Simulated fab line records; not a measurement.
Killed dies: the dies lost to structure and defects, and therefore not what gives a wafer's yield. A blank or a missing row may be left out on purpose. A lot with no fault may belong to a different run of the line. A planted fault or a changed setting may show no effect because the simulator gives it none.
fab line records	flow n5-finfet
record: lots: 24	wafers: 72	last-day: 18
route steps=1938 shown BEOL_M1@794
lots untouched by any fault: they come from a run of this same line in which no faults occurred
start-h: start of the lot's first displayed wafer, in hours after the record's first day	wait-h: hours since the lot's step before	" same as the row above	L1.1+2: several wafers, shown together as one row	- no value, or no start given	* or withheld: withheld	< > ~ a bound
route shown NAME@n: NAME is a module with steps in the file, n the number in the route of the first one	usual: mean/standard deviation taken from wafers without a fault	same: alike in all rows	chamber/n: place in a boat	sites: per-site readings	_std_site: standard deviation of those values	_edge_site: the outer-site mean with the inner-site mean subtracted	radius-mm: for every site, how far away it sits from the centre of the wafer	mask NAME#n: copy n	behind: the last tool/chamber to shape the wafer	hold: reason for holding the lot/hours on hold/outcome of the hold	device: which transistor (n, p or np) failed to switch	end of line: at the end of the route, the tests of the same wafers	a step without rows: its recipe alone	killed: the dies lost at the first sort to structure and to defects; this is not the yield of the wafer	map: a wafer's dies, marking killed ones x, the rest . and places with no die _
set.NAME: the run value of the setting; set.NAME@STEP: its run value at that earlier step	model.NAME: the simulator's own value behind a step, which no gauge read
the route's steps for a sample of lots (tables are steps, rows are wafers)
services: the hour from which a tool's chamber was out of use, counted from the record's first day as start-h (under 0 if before that day), plus the number of hours and why
== steps ==
step: N5_BEOL_M1_ETCH_70
recipe: chemistry: N2/H2	target: SOC	target-depth-a: 800	overetch-a: 160	mask-material: SiARC	temp-c: 40	time-s: 120	ion-energy-ev: 200	pressure-mtorr: 30	source-w: 840	bias-w: 150	n2-flow-sccm: 200	h2-flow-sccm: 200
usual: drypump-motor-current-A: 5.6/0.37	oes-product-au: 0.63/0.06	rf-vpp-V: 525.4/2.8	showerhead-plenum-p-Torr: 2.60/0.092	temp-c: 39.99/0.11	throttle-valve-pct: 17.75/0.25
lot.wafer	tool	chamber	start-h	wait-h	drypump-motor-current-A	oes-product-au	rf-hours-counter-h	rf-vpp-V	showerhead-plenum-p-Torr	temp-c	throttle-valve-pct
L074.1	rie-diel-01	1	122.81	0.0	6.0	0.69	14	527.4	2.71	39.92	17.26
L074.2	"	2	"	"	5.5	0.54	230	522.0	2.52	39.89	18.01
L074.6	"	2	"	"	5.5	0.53	-	523.1	2.51	40.10	18.03
L075.1	rie-diel-01	2	133.41	0.0	5.6	0.53	233	521.8	2.51	39.95	18.01
L075.4	"	1	"	"	6.0	0.69	18	527.9	2.70	40.09	17.29
L075.5	"	3	"	"	5.4	0.68	-	525.5	2.59	40.06	17.68
L076.1	rie-diel-03	3	136.37	0.0	4.8	0.67	37	521.7	2.49	39.96	17.91
L076.2	"	0	"	"	5.3	0.55	221	518.3	2.41	40.02	18.03
L076.4	"	2	"	"	5.4	0.65	71	527.6	2.68	39.88	18.03
L078.3	rie-diel-01	3	142.31	0.0	5.4	0.67	33	526.7	2.59	39.72	17.67
L078.5	"	0	"	"	5.0	0.67	-	526.4	2.70	39.95	17.86
L078.6	"	1	"	"	6.0	0.68	-	529.0	2.70	39.85	17.28
L077.2	rie-diel-03	0	146.09	0.0	5.2	0.54	224	519.6	2.41	39.97	18.01
L077.5	"	2	"	"	5.4	0.64	-	526.8	2.68	39.89	18.04
L077.6	"	1	"	"	5.9	0.69	-	526.2	2.58	39.96	17.63
L079.2	rie-diel-04	2	153.86	0.0	5.8	0.54	219	525.3	2.61	40.02	17.97
L079.4	"	0	"	"	5.8	0.52	235	526.4	2.61	39.94	17.96
L079.5	"	0	"	"	5.8	0.53	-	525.9	2.61	40.10	17.98
L080.3	rie-diel-01	0	170.90	0.0	5.0	0.67	42	526.7	2.70	40.06	17.86
L080.5	"	0	"	"	5.1	0.67	-	530.4	2.70	40.11	17.85
L080.6	"	1	"	"	6.0	0.67	-	528.2	2.70	39.87	17.30
L081.1	rie-diel-01	1	173.77	0.0	6.0	0.67	28	528.6	2.70	39.96	17.29
L081.3	"	2	"	"	5.5	0.53	243	521.3	2.51	40.08	18.04
L081.5	"	1	"	"	6.0	0.67	-	529.3	2.70	39.89	17.30
L082.1	rie-diel-03	1	174.25	0.0	5.9	0.67	39	525.1	2.58	39.93	17.66
L082.4	"	0	"	"	5.2	0.54	234	520.7	2.41	40.07	18.05
L082.5	"	1	"	"	5.9	0.67	-	524.5	2.58	40.07	17.66
L084.2	rie-diel-01	0	181.09	0.0	5.1	0.66	46	528.5	2.70	39.83	17.85
L084.3	"	2	"	"	5.5	0.53	245	522.3	2.51	40.10	18.06
L084.6	"	2	"	"	5.5	0.53	-	523.2	2.51	40.01	18.05
L083.2	rie-diel-03	3	184.67	0.0	4.7	0.65	52	523.2	2.48	40.02	17.96
L083.5	"	1	"	"	5.9	0.67	-	525.4	2.58	39.88	17.66
L083.6	"	0	"	"	5.2	0.54	-	520.0	2.41	39.64	18.05
L085.1	rie-diel-04	2	190.14	0.0	5.8	0.53	230	526.0	2.61	39.96	17.99
L085.5	"	0	"	"	5.8	0.52	-	525.5	2.61	39.83	17.99
L085.6	"	2	"	"	5.8	0.53	-	525.7	2.61	39.76	18.00
L086.1	rie-diel-04	2	193.96	0.0	5.7	0.53	232	526.1	2.61	40.07	18.00
L086.2	"	0	"	"	5.8	0.52	247	527.3	2.61	39.98	18.01
L086.3	"	1	"	"	5.7	0.63	75	522.0	2.47	39.97	17.56
L087.1	rie-diel-04	0	200.28	0.0	5.8	0.51	250	525.7	2.61	40.18	18.01
L087.3	"	1	"	"	5.7	0.62	78	521.9	2.47	40.05	17.54
L087.5	"	2	"	"	5.8	0.53	-	525.9	2.60	39.82	18.00
L088.2	rie-diel-01	1	217.51	0.0	6.0	0.65	43	528.5	2.69	39.92	17.31
L088.3	"	0	"	"	5.1	0.64	59	529.0	2.69	40.01	17.89
L088.5	"	3	"	"	5.4	0.65	-	526.0	2.58	40.19	17.72
L089.1	rie-diel-01	0	219.00	0.0	5.1	0.65	59	527.6	2.69	40.05	17.90
L089.2	"	1	"	"	6.0	0.65	44	529.6	2.69	39.92	17.32
L089.5	"	3	"	"	5.4	0.64	-	525.4	2.58	40.00	17.72
L090.3	rie-diel-01	2	223.50	0.0	5.6	0.76	0	523.0	2.51	40.01	17.61
L090.5	"	0	"	"	5.1	0.64	-	527.1	2.69	39.84	17.90
L090.6	"	1	"	"	5.9	0.65	-	528.0	2.69	39.97	17.34
L091.2	rie-diel-01	2	223.92	0.0	5.6	0.75	0	523.6	2.51	40.15	17.61
L091.4	"	3	"	"	5.4	0.65	61	525.6	2.58	40.17	17.73
L091.5	"	1	"	"	6.0	0.65	-	529.7	2.69	39.92	17.34
L092.2	rie-diel-01	0	241.92	0.0	5.1	0.64	69	529.0	2.69	40.05	17.90
L092.3	"	2	"	"	5.5	0.73	8	522.5	2.50	39.94	17.63
L092.5	"	0	"	"	5.1	0.64	-	528.8	2.69	39.98	17.91
L093.1	rie-diel-01	3	245.84	0.0	5.4	0.65	68	525.7	2.58	39.93	17.74
L093.3	"	0	"	"	5.1	0.64	69	527.9	2.69	39.98	17.92
L093.6	"	3	"	"	5.4	0.64	-	526.6	2.58	40.00	17.75
L095.3	rie-diel-04	3	254.37	0.0	6.5	0.54	223	520.4	2.41	40.15	17.90
L095.4	"	2	"	"	5.8	0.52	-	525.5	2.60	39.98	18.03
L095.5	"	3	"	"	6.5	0.55	-	521.4	2.41	40.09	17.89
L094.2	rie-diel-01	0	254.46	0.0	5.1	0.64	72	528.0	2.69	40.13	17.89
L094.3	"	2	"	"	5.5	0.72	12	522.4	2.50	39.97	17.64
L094.5	"	0	"	"	5.1	0.63	-	528.4	2.69	40.02	17.90
L097.1	rie-diel-01	1	271.61	0.0	6.0	0.63	65	527.5	2.68	40.15	17.36
L097.2	"	3	"	"	5.4	0.63	77	524.9	2.57	40.04	17.76
L097.3	"	2	"	"	5.5	0.70	18	524.0	2.50	39.99	17.64
L096.3	rie-diel-01	0	275.36	0.0	5.1	0.63	78	527.1	2.68	40.00	17.92
L096.4	"	2	"	"	5.5	0.70	19	522.7	2.50	39.96	17.64
L096.5	"	1	"	"	6.0	0.62	-	527.2	2.68	40.07	17.37
step: N5_BEOL_M1_ETCH_41
recipe: chemistry: CH3F/O2	target: SiCN	target-depth-a: 319	taper-deg: 2	time-s: 57.8	ion-energy-ev: 120	mask-material: TiN	pressure-mtorr: 30	source-w: 395	bias-w: 75	Ar_flow_sccm: 150	CH3F_flow_sccm: 30	O2_flow_sccm: 20
usual: CH3F_flow_sccm: 29.99/0.084	drypump-motor-current-A: 5.6/0.37	oes-product-au: 0.82/0.081	rf-vpp-V: 298.3/1.7	showerhead-plenum-p-Torr: 2.04/0.071	throttle-valve-pct: 16.25/0.26
lot.wafer	tool	chamber	start-h	wait-h	CH3F_flow_sccm	drypump-motor-current-A	oes-product-au	rf-hours-counter-h	rf-vpp-V	showerhead-plenum-p-Torr	throttle-valve-pct
L074.1	rie-diel-01	1	-	-	29.97	6.0	0.90	14	298.3	2.13	15.80
L074.2	"	2	"	"	29.95	5.5	0.69	230	297.1	1.98	16.52
L074.6	"	2	"	"	29.90	5.5	0.70	-	297.1	1.98	16.52
L075.1	rie-diel-01	2	-	-	29.97	5.5	0.69	233	294.9	1.98	16.53
L075.4	"	1	"	"	30.18	6.0	0.89	18	300.4	2.13	15.77
L075.5	"	3	"	"	29.97	5.4	0.90	-	298.0	2.04	16.22
L076.1	rie-diel-03	3	-	-	30.11	4.7	0.88	37	295.2	1.95	16.41
L076.2	"	0	"	"	30.03	5.3	0.72	221	295.5	1.90	16.61
L076.4	"	2	"	"	30.10	5.4	0.85	71	300.1	2.11	16.52
L078.3	rie-diel-01	3	-	-	30.04	5.4	0.91	33	297.1	2.04	16.21
L078.5	"	0	"	"	30.04	5.1	0.88	-	299.6	2.13	16.21
L078.6	"	1	"	"	30.05	5.9	0.89	-	300.4	2.12	15.80
L077.2	rie-diel-03	0	-	-	29.91	5.2	0.71	224	295.5	1.90	16.62
L077.5	"	2	"	"	30.03	5.4	0.83	-	299.5	2.11	16.50
L077.6	"	1	"	"	29.93	5.9	0.90	-	297.4	2.04	16.17
L079.2	rie-diel-04	2	-	-	29.94	5.8	0.69	219	297.3	2.06	16.57
L079.4	"	0	"	"	30.09	5.8	0.68	235	298.1	2.06	16.57
L079.5	"	0	"	"	30.10	5.8	0.68	-	299.8	2.06	16.57
L080.3	rie-diel-01	0	-	-	29.94	5.0	0.86	42	299.4	2.12	16.22
L080.5	"	0	"	"	30.01	5.1	0.87	-	300.2	2.12	16.21
L080.6	"	1	"	"	30.00	6.0	0.88	-	300.5	2.12	15.81
L081.1	rie-diel-01	1	-	-	29.92	6.0	0.88	28	300.5	2.12	15.82
L081.3	"	2	"	"	29.97	5.6	0.69	243	295.2	1.98	16.55
L081.5	"	1	"	"	29.88	6.0	0.87	-	300.7	2.12	15.80
L082.1	rie-diel-03	1	-	-	29.97	5.9	0.87	39	297.0	2.04	16.19
L082.4	"	0	"	"	29.91	5.2	0.70	234	294.8	1.90	16.64
L082.5	"	1	"	"	29.80	5.9	0.88	-	298.2	2.04	16.19
L084.2	rie-diel-01	0	-	-	30.05	5.1	0.86	46	299.6	2.12	16.24
L084.3	"	2	"	"	29.94	5.5	0.69	245	296.6	1.98	16.53
L084.6	"	2	"	"	29.82	5.6	0.69	-	298.0	1.98	16.56
L083.2	rie-diel-03	3	-	-	29.90	4.7	0.86	52	296.5	1.95	16.43
L083.5	"	1	"	"	29.97	5.9	0.88	-	297.2	2.04	16.20
L083.6	"	0	"	"	30.08	5.2	0.71	-	296.5	1.90	16.64
L085.1	rie-diel-04	2	-	-	29.89	5.8	0.69	231	298.6	2.06	16.60
L085.5	"	0	"	"	29.88	5.8	0.67	-	299.1	2.06	16.59
L085.6	"	2	"	"	30.06	5.8	0.68	-	298.0	2.06	16.60
L086.1	rie-diel-04	2	-	-	30.10	5.8	0.69	232	298.8	2.06	16.58
L086.2	"	0	"	"	30.02	5.8	0.67	247	298.4	2.06	16.60
L086.3	"	1	"	"	30.13	5.7	0.83	75	296.3	1.94	15.97
L087.1	rie-diel-04	0	-	-	30.00	5.8	0.67	250	298.8	2.06	16.59
L087.3	"	1	"	"	29.98	5.7	0.82	78	295.6	1.94	15.97
L087.5	"	2	"	"	30.08	5.7	0.68	-	297.1	2.06	16.59
L088.2	rie-diel-01	1	-	-	29.99	5.9	0.85	44	299.6	2.12	15.85
L088.3	"	0	"	"	30.11	5.0	0.85	59	300.7	2.12	16.25
L088.5	"	3	"	"	29.77	5.4	0.87	-	297.5	2.03	16.25
L089.1	rie-diel-01	0	-	-	30.09	5.0	0.85	60	300.9	2.12	16.27
L089.2	"	1	"	"	29.89	6.0	0.85	44	299.7	2.12	15.85
L089.5	"	3	"	"	29.96	5.4	0.86	-	298.0	2.03	16.25
L090.3	rie-diel-01	2	-	-	29.92	5.5	0.99	0	296.9	1.98	16.09
L090.5	"	0	"	"	30.08	5.1	0.84	-	300.1	2.12	16.27
L090.6	"	1	"	"	29.84	6.0	0.84	-	300.8	2.12	15.87
L091.2	rie-diel-01	2	-	-	29.85	5.5	0.99	0	297.8	1.98	16.09
L091.4	"	3	"	"	30.02	5.4	0.87	61	299.4	2.03	16.26
L091.5	"	1	"	"	30.03	6.0	0.86	-	298.7	2.12	15.85
L092.2	rie-diel-01	0	-	-	30.13	5.1	0.84	69	300.7	2.11	16.28
L092.3	"	2	"	"	30.04	5.5	0.95	8	297.5	1.97	16.07
L092.5	"	0	"	"	30.10	5.1	0.84	-	299.4	2.11	16.29
L093.1	rie-diel-01	3	-	-	30.02	5.4	0.84	68	298.4	2.03	16.27
L093.3	"	0	"	"	29.90	5.1	0.84	69	299.8	2.11	16.29
L093.6	"	3	"	"	29.97	5.4	0.84	-	299.6	2.03	16.27
L095.3	rie-diel-04	3	-	-	30.00	6.5	0.70	223	295.3	1.90	16.49
L095.4	"	2	"	"	29.88	5.8	0.67	-	298.3	2.05	16.63
L095.5	"	3	"	"	30.12	6.5	0.70	-	293.5	1.90	16.48
L094.2	rie-diel-01	0	-	-	29.91	5.1	0.84	72	300.1	2.11	16.28
L094.3	"	2	"	"	29.84	5.6	0.94	12	296.0	1.97	16.10
L094.5	"	0	"	"	29.97	5.1	0.84	-	299.6	2.11	16.30
L097.1	rie-diel-01	1	-	-	29.91	6.0	0.82	65	299.0	2.11	15.90
L097.2	"	3	"	"	30.10	5.4	0.84	78	298.2	2.02	16.30
L097.3	"	2	"	"	29.99	5.6	0.92	18	297.5	1.97	16.11
L096.3	rie-diel-01	0	-	-	29.92	5.1	0.82	78	300.0	2.11	16.29
L096.4	"	2	"	"	29.94	5.6	0.92	19	299.2	1.97	16.12
L096.5	"	1	"	"	30.13	6.0	0.81	-	300.3	2.11	15.89
step: N5_BEOL_M1_ANNEAL_49
recipe: temp-c: 400	time-s: 240	ambient: vacuum
usual: heater-power-w: 830/84
lot.wafer	tool	chamber	start-h	wait-h	heater-power-w
L074.1	pvd-sputter-03	-	125.63	0.0	677
L074.2	"	-	"	"	842
L074.6	"	-	"	"	890
L075.1	pvd-sputter-01	-	135.18	0.0	831
L075.4	"	-	"	"	812
L075.5	"	-	"	"	858
L076.1	pvd-sputter-01	-	137.76	0.0	863
L076.2	"	-	"	"	828
L076.4	"	-	"	"	994
L078.3	pvd-sputter-02	-	144.29	0.0	774
L078.5	"	-	"	"	740
L078.6	"	-	"	"	789
L077.2	pvd-sputter-02	-	149.58	0.0	786
L077.5	"	-	"	"	708
L077.6	"	-	"	"	916
L079.2	pvd-sputter-01	-	155.16	0.0	861
L079.4	"	-	"	"	858
L079.5	"	-	"	"	788
L080.3	pvd-sputter-02	-	172.41	0.0	737
L080.5	"	-	"	"	726
L080.6	"	-	"	"	736
L081.1	pvd-sputter-01	-	175.34	0.0	836
L081.3	"	-	"	"	832
L081.5	"	-	"	"	838
L082.1	pvd-sputter-02	-	177.24	0.0	773
L082.4	"	-	"	"	724
L082.5	"	-	"	"	927
L084.2	pvd-sputter-03	-	182.92	0.0	826
L084.3	"	-	"	"	882
L084.6	"	-	"	"	874
L083.2	pvd-sputter-03	-	186.46	0.0	662
L083.5	"	-	"	"	885
L083.6	"	-	"	"	861
L085.1	pvd-sputter-02	-	192.29	0.0	730
L085.5	"	-	"	"	922
L085.6	"	-	"	"	737
L086.1	pvd-sputter-01	-	195.62	0.0	998
L086.2	"	-	"	"	793
L086.3	"	-	"	"	872
L087.1	pvd-sputter-03	-	201.56	0.0	671
L087.3	"	-	"	"	861
L087.5	"	-	"	"	833
L088.2	pvd-sputter-03	-	219.58	0.0	869
L088.3	"	-	"	"	818
L088.5	"	-	"	"	862
L089.1	pvd-sputter-01	-	220.84	0.0	995
L089.2	"	-	"	"	859
L089.5	"	-	"	"	775
L090.3	pvd-sputter-01	-	224.98	0.0	836
L090.5	"	-	"	"	847
L090.6	"	-	"	"	1022
L091.2	pvd-sputter-02	-	225.58	0.0	734
L091.4	"	-	"	"	740
L091.5	"	-	"	"	775
L092.2	pvd-sputter-01	-	243.68	0.0	1003
L092.3	"	-	"	"	873
L092.5	"	-	"	"	839
L093.1	pvd-sputter-02	-	247.48	0.0	737
L093.3	"	-	"	"	783
L093.6	"	-	"	"	779
L095.3	pvd-sputter-02	-	255.56	0.0	782
L095.4	"	-	"	"	907
L095.5	"	-	"	"	788
L094.2	pvd-sputter-01	-	255.77	0.0	840
L094.3	"	-	"	"	775
L094.5	"	-	"	"	844
L097.1	pvd-sputter-02	-	273.16	0.0	885
L097.2	"	-	"	"	755
L097.3	"	-	"	"	714
L096.3	pvd-sputter-01	-	277.30	0.0	981
L096.4	"	-	"	"	811
L096.5	"	-	"	"	946
step: N5_BEOL_M1_ANNEAL_82
recipe: temp-c: 400	time-s: 240	ambient: vacuum
usual: heater-power-w: 830/83
lot.wafer	tool	chamber	start-h	wait-h	heater-power-w
L074.1	pvd-sputter-03	-	126.07	0.0	690
L074.2	"	-	"	"	829
L074.6	"	-	"	"	890
L075.1	pvd-sputter-01	-	135.62	0.0	850
L075.4	"	-	"	"	779
L075.5	"	-	"	"	857
L076.1	pvd-sputter-01	-	138.20	0.0	868
L076.2	"	-	"	"	837
L076.4	"	-	"	"	988
L078.3	pvd-sputter-02	-	144.73	0.0	789
L078.5	"	-	"	"	729
L078.6	"	-	"	"	778
L077.2	pvd-sputter-02	-	150.02	0.0	794
L077.5	"	-	"	"	719
L077.6	"	-	"	"	915
L079.2	pvd-sputter-01	-	155.60	0.0	851
L079.4	"	-	"	"	846
L079.5	"	-	"	"	805
L080.3	pvd-sputter-02	-	172.85	0.0	753
L080.5	"	-	"	"	726
L080.6	"	-	"	"	734
L081.1	pvd-sputter-01	-	175.78	0.0	854
L081.3	"	-	"	"	851
L081.5	"	-	"	"	871
L082.1	pvd-sputter-02	-	177.68	0.0	785
L082.4	"	-	"	"	726
L082.5	"	-	"	"	913
L084.2	pvd-sputter-03	-	183.36	0.0	830
L084.3	"	-	"	"	857
L084.6	"	-	"	"	876
L083.2	pvd-sputter-03	-	186.90	0.0	665
L083.5	"	-	"	"	889
L083.6	"	-	"	"	867
L085.1	pvd-sputter-02	-	192.73	0.0	747
L085.5	"	-	"	"	927
L085.6	"	-	"	"	714
L086.1	pvd-sputter-01	-	196.06	0.0	976
L086.2	"	-	"	"	791
L086.3	"	-	"	"	838
L087.1	pvd-sputter-03	-	202.00	0.0	667
L087.3	"	-	"	"	868
L087.5	"	-	"	"	838
L088.2	pvd-sputter-03	-	220.02	0.0	871
L088.3	"	-	"	"	842
L088.5	"	-	"	"	855
L089.1	pvd-sputter-01	-	221.28	0.0	983
L089.2	"	-	"	"	855
L089.5	"	-	"	"	797
L090.3	pvd-sputter-01	-	225.42	0.0	814
L090.5	"	-	"	"	863
L090.6	"	-	"	"	984
L091.2	pvd-sputter-02	-	226.02	0.0	724
L091.4	"	-	"	"	715
L091.5	"	-	"	"	779
L092.2	pvd-sputter-01	-	244.12	0.0	1010
L092.3	"	-	"	"	825
L092.5	"	-	"	"	850
L093.1	pvd-sputter-02	-	247.92	0.0	726
L093.3	"	-	"	"	772
L093.6	"	-	"	"	774
L095.3	pvd-sputter-02	-	256.00	0.0	769
L095.4	"	-	"	"	935
L095.5	"	-	"	"	775
L094.2	pvd-sputter-01	-	256.21	0.0	853
L094.3	"	-	"	"	806
L094.5	"	-	"	"	839
L097.1	pvd-sputter-02	-	273.60	0.0	908
L097.2	"	-	"	"	800
L097.3	"	-	"	"	714
L096.3	pvd-sputter-01	-	277.74	0.0	991
L096.4	"	-	"	"	812
L096.5	"	-	"	"	997
step: N5_BEOL_M1_ANNEAL_87
recipe: temp-c: 400	time-s: 240	ambient: vacuum
usual: heater-power-w: 832/86
lot.wafer	tool	chamber	start-h	wait-h	heater-power-w
L074.1	pvd-sputter-03	-	126.29	0.0	663
L074.2	"	-	"	"	864
L074.6	"	-	"	"	893
L075.1	pvd-sputter-01	-	135.84	0.0	838
L075.4	"	-	"	"	810
L075.5	"	-	"	"	841
L076.1	pvd-sputter-01	-	138.42	0.0	873
L076.2	"	-	"	"	857
L076.4	"	-	"	"	973
L078.3	pvd-sputter-02	-	144.95	0.0	786
L078.5	"	-	"	"	727
L078.6	"	-	"	"	768
L077.2	pvd-sputter-02	-	150.24	0.0	790
L077.5	"	-	"	"	723
L077.6	"	-	"	"	933
L079.2	pvd-sputter-01	-	155.82	0.0	890
L079.4	"	-	"	"	860
L079.5	"	-	"	"	802
L080.3	pvd-sputter-02	-	173.07	0.0	741
L080.5	"	-	"	"	728
L080.6	"	-	"	"	725
L081.1	pvd-sputter-01	-	176.00	0.0	856
L081.3	"	-	"	"	829
L081.5	"	-	"	"	877
L082.1	pvd-sputter-02	-	177.90	0.0	790
L082.4	"	-	"	"	710
L082.5	"	-	"	"	931
L084.2	pvd-sputter-03	-	183.58	0.0	837
L084.3	"	-	"	"	867
L084.6	"	-	"	"	865
L083.2	pvd-sputter-03	-	187.12	0.0	662
L083.5	"	-	"	"	887
L083.6	"	-	"	"	870
L085.1	pvd-sputter-02	-	192.95	0.0	733
L085.5	"	-	"	"	940
L085.6	"	-	"	"	720
L086.1	pvd-sputter-01	-	196.28	0.0	1002
L086.2	"	-	"	"	784
L086.3	"	-	"	"	855
L087.1	pvd-sputter-03	-	202.22	0.0	685
L087.3	"	-	"	"	858
L087.5	"	-	"	"	832
L088.2	pvd-sputter-03	-	220.24	0.0	846
L088.3	"	-	"	"	828
L088.5	"	-	"	"	858
L089.1	pvd-sputter-01	-	221.50	0.0	1027
L089.2	"	-	"	"	875
L089.5	"	-	"	"	782
L090.3	pvd-sputter-01	-	225.64	0.0	853
L090.5	"	-	"	"	863
L090.6	"	-	"	"	979
L091.2	pvd-sputter-02	-	226.24	0.0	753
L091.4	"	-	"	"	719
L091.5	"	-	"	"	766
L092.2	pvd-sputter-01	-	244.34	0.0	1006
L092.3	"	-	"	"	850
L092.5	"	-	"	"	844
L093.1	pvd-sputter-02	-	248.14	0.0	734
L093.3	"	-	"	"	767
L093.6	"	-	"	"	776
L095.3	pvd-sputter-02	-	256.22	0.0	789
L095.4	"	-	"	"	931
L095.5	"	-	"	"	790
L094.2	pvd-sputter-01	-	256.43	0.0	838
L094.3	"	-	"	"	822
L094.5	"	-	"	"	842
L097.1	pvd-sputter-02	-	273.82	0.0	926
L097.2	"	-	"	"	775
L097.3	"	-	"	"	732
L096.3	pvd-sputter-01	-	277.96	0.0	1009
L096.4	"	-	"	"	789
L096.5	"	-	"	"	990
step: N5_BEOL_M1_SPUTTER_92
recipe: material: Cu	target-thk-a: 45	temp-c: -20	chamber-pressure-pa: 0.07	power-w: withheld	time-s: 8.29
usual: throttle-valve-pct: 29.6/0.93
lot.wafer	tool	chamber	start-h	wait-h	throttle-valve-pct
L074.1	pvd-sputter-03	-	126.87	0.1	30.8
L074.2	"	-	"	"	29.7
L074.6	"	-	"	"	31.4
L075.1	pvd-sputter-01	-	136.42	0.1	30.1
L075.4	"	-	"	"	29.0
L075.5	"	-	"	"	29.8
L076.1	pvd-sputter-01	-	139.00	0.1	29.3
L076.2	"	-	"	"	30.0
L076.4	"	-	"	"	30.0
L078.3	pvd-sputter-02	-	145.53	0.1	27.6
L078.5	"	-	"	"	30.6
L078.6	"	-	"	"	27.6
L077.2	pvd-sputter-02	-	150.82	0.1	27.8
L077.5	"	-	"	"	29.8
L077.6	"	-	"	"	30.0
L079.2	pvd-sputter-01	-	156.40	0.1	29.1
L079.4	"	-	"	"	29.1
L079.5	"	-	"	"	28.7
L080.3	pvd-sputter-02	-	173.65	0.1	30.7
L080.5	"	-	"	"	30.7
L080.6	"	-	"	"	29.6
L081.1	pvd-sputter-01	-	176.58	0.1	29.2
L081.3	"	-	"	"	29.9
L081.5	"	-	"	"	28.8
L082.1	pvd-sputter-02	-	178.48	0.1	27.9
L082.4	"	-	"	"	29.7
L082.5	"	-	"	"	30.0
L084.2	pvd-sputter-03	-	184.16	0.1	29.0
L084.3	"	-	"	"	29.9
L084.6	"	-	"	"	29.5
L083.2	pvd-sputter-03	-	187.70	0.1	31.0
L083.5	"	-	"	"	31.3
L083.6	"	-	"	"	29.5
L085.1	pvd-sputter-02	-	193.53	0.1	30.5
L085.5	"	-	"	"	29.5
L085.6	"	-	"	"	29.8
L086.1	pvd-sputter-01	-	196.86	0.1	30.2
L086.2	"	-	"	"	28.5
L086.3	"	-	"	"	29.9
L087.1	pvd-sputter-03	-	202.80	0.1	30.8
L087.3	"	-	"	"	29.8
L087.5	"	-	"	"	28.7
L088.2	pvd-sputter-03	-	220.82	0.1	29.8
L088.3	"	-	"	"	28.6
L088.5	"	-	"	"	29.8
L089.1	pvd-sputter-01	-	222.08	0.1	30.4
L089.2	"	-	"	"	29.1
L089.5	"	-	"	"	28.8
L090.3	pvd-sputter-01	-	226.22	0.1	30.0
L090.5	"	-	"	"	29.0
L090.6	"	-	"	"	30.2
L091.2	pvd-sputter-02	-	226.82	0.1	30.5
L091.4	"	-	"	"	29.7
L091.5	"	-	"	"	27.7
L092.2	pvd-sputter-01	-	244.92	0.1	30.2
L092.3	"	-	"	"	30.2
L092.5	"	-	"	"	29.8
L093.1	pvd-sputter-02	-	248.72	0.1	29.8
L093.3	"	-	"	"	27.5
L093.6	"	-	"	"	28.0
L095.3	pvd-sputter-02	-	256.80	0.1	27.7
L095.4	"	-	"	"	30.1
L095.5	"	-	"	"	27.8
L094.2	pvd-sputter-01	-	257.01	0.1	29.1
L094.3	"	-	"	"	28.7
L094.5	"	-	"	"	30.1
L097.1	pvd-sputter-02	-	274.40	0.1	29.9
L097.2	"	-	"	"	27.7
L097.3	"	-	"	"	29.7
L096.3	pvd-sputter-01	-	278.54	0.1	30.1
L096.4	"	-	"	"	28.4
L096.5	"	-	"	"	30.4
== services ==
tool	chamber	start-h	hours	kind
rie-diel-01	0	102.36	22.0	repair
rie-diel-04	1	105.96	14.5	repair
pvd-sputter-03	-	119.61	1.0	repair
rie-diel-04	3	120.72	9.8	repair
rie-diel-03	2	147.89	8.5	repair
rie-diel-04	-	150.63	0.2	repair
rie-diel-01	2	163.08	6.8	repair
rie-diel-04	0	179.56	5.8	repair
rie-diel-04	3	185.77	45.5	repair
rie-diel-01	2	199.95	-	clean
rie-diel-01	2	199.95	-	consumable-replace:focus-ring
pvd-sputter-02	-	222.72	1.7	repair
rie-diel-04	0	242.16	-	clean
rie-diel-04	0	242.16	-	consumable-replace:focus-ring
rie-diel-04	0	242.16	16.1	scheduled-down
rie-diel-04	0	242.16	16.1	vent-cycle
rie-diel-04	1	246.44	6.6	repair
rie-diel-04	2	248.61	3.7	repair
rie-diel-04	2	258.24	-	clean
rie-diel-04	2	258.24	-	consumable-replace:focus-ring
rie-diel-04	2	258.24	21.9	scheduled-down
rie-diel-04	2	258.24	21.9	vent-cycle
rie-diel-01	0	269.66	2.1	repair
rie-diel-01	0	275.75	4.7	repair
== key ==
fault none
